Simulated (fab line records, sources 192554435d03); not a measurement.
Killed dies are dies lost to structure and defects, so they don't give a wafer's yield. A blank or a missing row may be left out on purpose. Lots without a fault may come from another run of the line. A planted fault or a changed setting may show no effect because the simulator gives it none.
A struck lot beside a sound one | flow n5_finfet | 16 steps out of a route of 1938
Sound: wafers L468.1, L468.5, L468.6. Struck: wafer L475.3. (L475.4, L475.6 of the same lot were not struck and are left out.) The cause comes at the end.
At each step with rows: each side's tool, then ch and its chambers, then its first start. Under that, the readings that differ: sound wafers | struck wafers | difference of the means | sigmas: that difference in standard deviations of wafers without a fault.
alike: readings whose means differ by less than 2 such deviations, and words and numbers that are the same on both sides. not compared: withheld readings, readings that some wafer has no value for, bounds like >300 that may hide the same value, and numbers for which the record gives no deviation and whose values overlap.
The two part at a step that has a row with sigmas, a row that says differs or no value, or rows on one side only. Numbers that don't overlap but have no deviation are shown without sigmas and don't part them. A reading that every wafer of one side lacks parts them only if that side has two wafers or more.

N5_FIN_CUT_CD_MEAS_08: target cd 29.1 nm.
  sound on cd_sem-03 ch 0, day 2 03:56; struck on cd_sem-02 ch 0, day 3 22:19
  alike: cd_nm
N5_FIN_CUT_OVL_MEAS_09:
  sound on overlay-01 ch 0, day 2 03:58; struck on overlay-02 ch 0, day 3 22:21
  alike: FIN_CUT_OVL
N5_FIN_CUT_INSPECT_10: inspects for defects (brightfield).
  sound on defect_inspect-02, day 2 04:01; struck on defect_inspect-02, day 3 22:24
  alike: raw_defect_count
N5_FIN_CUT_DESCUM_13: chemistry O2, time 7 s.
  sound on rie_diel-05 ch 0,3, day 2 04:03; struck on rie_diel-02 ch 1, day 3 22:26
  alike: drypump_motor_current_A, oes_product_au, rf_vpp_V, showerhead_plenum_p_Torr, throttle_valve_pct
  not compared: rf_hours_counter_h
then, 1 step without rows for these wafers: N5_FIN_CUT_ETCH_30 (etches underlayer in N2/H2, target depth 13 nm, time 10.4 s).
N5_FIN_CUT_ETCH_20: etches SiARC in CF4, target depth 26 nm, time 43.3 s.
  sound on rie_diel-05 ch 0,3, day 2 04:07; struck on rie_diel-02 ch 1, day 3 22:29
  alike: drypump_motor_current_A, etch_rf_on_time_s, oes_product_au, rf_vpp_V, showerhead_plenum_p_Torr, throttle_valve_pct
  not compared: rf_hours_counter_h
N5_FIN_CUT_ETCH_21: etches SOC in N2/H2, target depth 219 nm, overetch 43.8 nm, time 523.5 s.
  sound on rie_diel-05 ch 0,3, day 2 04:09; struck on rie_diel-02 ch 1, day 3 22:31
  alike: drypump_motor_current_A, oes_product_au, rf_vpp_V, showerhead_plenum_p_Torr, throttle_valve_pct
  not compared: rf_hours_counter_h
then, 2 steps without rows for these wafers: N5_FIN_CUT_STRIP_23 (strips in N2/H2); N5_FIN_CUT_STRIP_31 (strips in N2/H2).
N5_FIN_CUT_STRIP_24: strips in CF4.
  sound on rie_diel-05 ch 0,3, day 2 04:28; struck on rie_diel-02 ch 1, day 3 22:51
  alike: drypump_motor_current_A, oes_product_au, rf_vpp_V, showerhead_plenum_p_Torr, throttle_valve_pct
  not compared: rf_hours_counter_h
N5_FIN_CUT_CUT_ETCH_26: etches SiNx in CH3F/O2, target depth 39 nm, time 55.7 s.
  sound on rie_diel-05 ch 0,3, day 2 04:29; struck on rie_diel-02 ch 1, day 3 22:52
  alike: drypump_motor_current_A, oes_product_au, rf_vpp_V, showerhead_plenum_p_Torr, throttle_valve_pct
  not compared: rf_hours_counter_h
then, 1 step without rows for these wafers: N5_FIN_CUT_CUT_ETCH_27 (etches SiO2 in CHF3/O2, target depth 4 nm, overetch 2 nm, time 4.9 s).
N5_FIN_CUT_PRECLEAN_35: cleans in vHF, time 13.3 s.
  sound on vapor_etch-02 ch 0,1, day 2 04:36; struck on vapor_etch-02 ch 1, day 3 23:00
  reading    | sound          | struck | difference | sigmas
  time_s (s) | 13.3 13.3 13.3 | 12.045 | -1.255     |
  alike: drypump_motor_current_A
then, 1 step without rows for these wafers: N5_FIN_CUT_CUT_ETCH_15 (etches Si in HBr/Cl2/O2, target depth 100 nm, bt time 10 s, time 42.4 s).
-- the record jumps here: 6 days lie between the struck wafers' starts before and after (it left off in module FIN_CUT and takes up again in module BEOL_M4, whose first step shown is number 1111 of the route) --
N5_BEOL_M4_RC_MEAS_101:
  sound on prober-01 ch 0, day 7 20:32; struck on prober-01 ch 0, day 9 22:35
  alike: DIBL_N, DIBL_P, IOFF_N, IOFF_P, ION_N, ION_P, SS_N, SS_P, VT_N, VT_P
-- the record jumps here: 5 days lie between the struck wafers' starts before and after (it left off in module BEOL_M4 and takes up again in module PASSIVATION, whose first step shown is number 1936 of the route) --
N5_PASSIVATION_PROBE_49:
  sound on prober-01, day 12 00:04; struck on prober-01, day 14 15:41
  reading             | sound    | struck | difference | sigmas
  killed_at_front_end | 41 57 62 | 23     | -30        | -3
  alike: defect_limited_yield, killed_at_M0_to_M3, killed_at_M4_up, killed_at_contacts, killed_at_other, killed_dies, killed_open, killed_short, sort_bin_5_function, sort_bin_6_memory, sort_n_pass, sort_yield_pct

WHERE THEY PART
Only at N5_PASSIVATION_PROBE_49, within this record.

WHY: what the simulator had put in
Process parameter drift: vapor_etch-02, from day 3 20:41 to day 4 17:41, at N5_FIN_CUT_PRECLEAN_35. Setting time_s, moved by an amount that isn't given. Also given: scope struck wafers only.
